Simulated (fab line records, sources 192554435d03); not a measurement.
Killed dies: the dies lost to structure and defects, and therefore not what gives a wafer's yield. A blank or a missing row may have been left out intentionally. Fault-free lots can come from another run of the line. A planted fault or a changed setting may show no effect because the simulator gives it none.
Matching of chambers -- flow n5 finfet -- N5_BEOL_M0_SAQP_DESCUM_45 on rie diel-02: 4 sister chambers
The step chemistry O2, time 7 s. 16 wafers are shown with their chamber, then 8 later ones without.

EACH WAFER AND ITS CHAMBER
wafer,chamber,drypump motor current A (A),throttle valve pct (%),showerhead plenum p Torr (Torr)
L074.1,2,5.3,20.56,2.20
L074.4,0,6.2,20.56,2.00
L074.5,3,6.2,20.46,1.98
L075.1,0,6.2,20.56,2.00
L075.4,2,5.3,20.56,2.20
L075.6,1,5.5,20.28,2.17
L078.1,2,5.3,20.56,2.20
L078.3,0,6.2,20.57,2.00
L078.6,2,5.2,20.60,2.20
L083.1,0,6.2,20.58,2.00
L083.2,1,5.5,20.31,2.17
L083.3,2,5.3,20.60,2.19
L084.1,0,6.2,20.59,1.99
L084.5,2,5.3,20.60,2.19
L084.6,3,6.2,20.16,2.24
L086.1,2,5.3,20.60,2.19

SIGNATURES (means of the wafers above)
reading,chamber 0,chamber 1,chamber 2,chamber 3,scatter within a chamber
drypump motor current A,6.200,5.500,5.286,6.200,0.0267
throttle valve pct,20.5720,20.2950,20.5829,20.3100,0.0638
showerhead plenum p Torr,1.9980,2.1700,2.1957,2.1100,0.0533
Rule: a wafer's distance from a chamber is the root of the sum, over the readings, of the square of ((its reading less the chamber's mean) divided by the reading's scatter). If the next closest chamber is less than 2 further off than the closest, the wafer can't be placed; otherwise it belongs to the closest. The scatter: take each reading less its chamber's mean, square it, sum over the shown wafers, divide by the number of wafers less the number of chambers, and take the root.

WAFERS MISSING THEIR CHAMBER
wafer,drypump motor current A (A),throttle valve pct (%),showerhead plenum p Torr (Torr)
L086.2,6.2,20.17,2.24
L086.6,5.5,20.33,2.17
L087.1,5.5,20.32,2.17
L087.3,5.3,20.61,2.19
L087.4,6.2,20.59,1.99
L094.1,5.5,20.35,2.16
L094.3,6.2,20.61,1.99
L094.5,6.2,20.61,1.99

WHICH CHAMBER EACH ONE RAN IN
wafer,from the rows above,in truth
L086.2,3,3
L086.6,1,1
L087.1,1,1
L087.3,2,2
L087.4,0,0
L094.1,1,1
L094.3,0,0
L094.5,0,0
8 of 8 placed correctly. From these rows, 0 cannot be placed. Number placed wrongly: 0.
